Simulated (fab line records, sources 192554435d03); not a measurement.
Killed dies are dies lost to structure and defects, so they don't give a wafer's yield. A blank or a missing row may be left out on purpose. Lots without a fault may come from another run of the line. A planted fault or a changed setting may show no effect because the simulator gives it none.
A struck lot beside a sound one | flow n5_finfet | 37 steps out of a route of 1938
Sound: wafers L992.1, L992.3, L992.4. Struck: wafers L997.3, L997.6. (L997.1 of the same lot was not struck and is left out.) The cause comes at the end.
At each step with rows: each side's tool, then ch and its chambers, then its first start. Under that, the readings that differ: sound wafers | struck wafers | difference of the means | sigmas: that difference in standard deviations of wafers without a fault.
alike: readings whose means differ by less than 2 such deviations, and words and numbers that are the same on both sides. not compared: withheld readings, readings that some wafer has no value for, bounds like >300 that may hide the same value, and numbers for which the record gives no deviation and whose values overlap.
The two part at a step that has a row with sigmas, a row that says differs or no value, or rows on one side only. Numbers that don't overlap but have no deviation are shown without sigmas and don't part them. A reading that every wafer of one side lacks parts them only if that side has two wafers or more.

first, 10 steps without rows for these wafers: N5_BEOL_M4_STRIP_97 (strips in N2/H2, time 10 s); N5_BEOL_M4_HM_STRIP_39 (strips TiN in peroxide tin strip, target depth 25 nm, time 158 s); N5_BEOL_M4_SRD_40 (time 30 s); N5_BEOL_M4_PRECLEAN_42 (cleans in residue remover, time 60 s); N5_BEOL_M4_SRD_43 (time 30 s); N5_BEOL_M4_DEGAS_44 (time 60 s); N5_BEOL_M4_PRE_CLEAN_45 (time 30 s); N5_BEOL_M4_ALD_84 (deposits TaN, pulse time 2 s, purge time 3 s, co reactant purge time 2 s); N5_BEOL_M4_SURFACE_TREAT_85; N5_BEOL_M4_CVD_47 (deposits Co from CCTBA/H2, target thk 3 nm, time 223.8 s).
N5_BEOL_M4_SPUTTER_48: material Cu, target thk 4.5 nm, time 8.29 s.
  sound on pvd_sputter-03, day 9 01:07; struck on pvd_sputter-03, day 10 21:33
  alike: throttle_valve_pct
then, 25 steps without rows for these wafers: N5_BEOL_M4_ANNEAL_49 (time 240 s); N5_BEOL_M4_SPUTTER_79 (material Cu, target thk 4.5 nm, time 8.29 s); N5_BEOL_M4_ANNEAL_80 (time 240 s); N5_BEOL_M4_SPUTTER_81 (material Cu, target thk 4.5 nm, time 8.29 s); N5_BEOL_M4_ANNEAL_82 (time 240 s); N5_BEOL_M4_SPUTTER_86 (material Cu, target thk 4.5 nm, time 8.29 s); N5_BEOL_M4_ANNEAL_87 (time 240 s); N5_BEOL_M4_SPUTTER_88 (material Cu, target thk 4.5 nm, time 8.29 s); N5_BEOL_M4_ANNEAL_89 (time 240 s); N5_BEOL_M4_SPUTTER_90 (material Cu, target thk 4.5 nm, time 8.29 s); N5_BEOL_M4_ANNEAL_91 (time 240 s); N5_BEOL_M4_SPUTTER_92 (material Cu, target thk 4.5 nm, time 8.29 s); N5_BEOL_M4_ANNEAL_93 (time 240 s); N5_BEOL_M4_SPUTTER_94 (material Cu, target thk 4.5 nm, time 8.29 s); N5_BEOL_M4_ANNEAL_95 (time 240 s); N5_BEOL_M4_SPUTTER_96 (material Cu, target thk 4.5 nm, time 8.29 s); N5_BEOL_M4_ECD_50 (material Cu, target thk 300 nm); N5_BEOL_M4_ANNEAL_51 (time 90 s); N5_BEOL_M4_CMP_52 (polishes, stops on SiOC, t overpolish 6.8 s, target thk 40 nm); N5_BEOL_M4_PRE_CLEAN_60 (time 15 s); N5_BEOL_M4_CO_CAP_55 (material Co, precursor CCTBA/H2, target thk 2 nm, time 102.1 s); N5_BEOL_M4_PRE_CLEAN_56 (time 15 s); N5_BEOL_M4_DEP_57 (deposits SiCN from 3MS/NH3, target thk 8 nm, time 14 s); N5_BEOL_M5_ILD_DEP_00 (deposits SiCOH lowk from DEMS/porogen, target thk 140.64 nm, time 25.9 s); N5_BEOL_M5_CURE_79 (cures SiCOH lowk, time 240 s).
-- the record jumps here: 4 days lie between the struck wafers' starts before and after (it left off in module BEOL_M5 and takes up again in module PASSIVATION, whose first step shown is number 1936 of the route) --
N5_PASSIVATION_PROBE_49:
  the record has rows for the struck wafers here (prober-02, day 15 04:49) and none for the sound ones

WHERE THEY PART
Only at N5_PASSIVATION_PROBE_49, within this record.

WHY: what the simulator had put in
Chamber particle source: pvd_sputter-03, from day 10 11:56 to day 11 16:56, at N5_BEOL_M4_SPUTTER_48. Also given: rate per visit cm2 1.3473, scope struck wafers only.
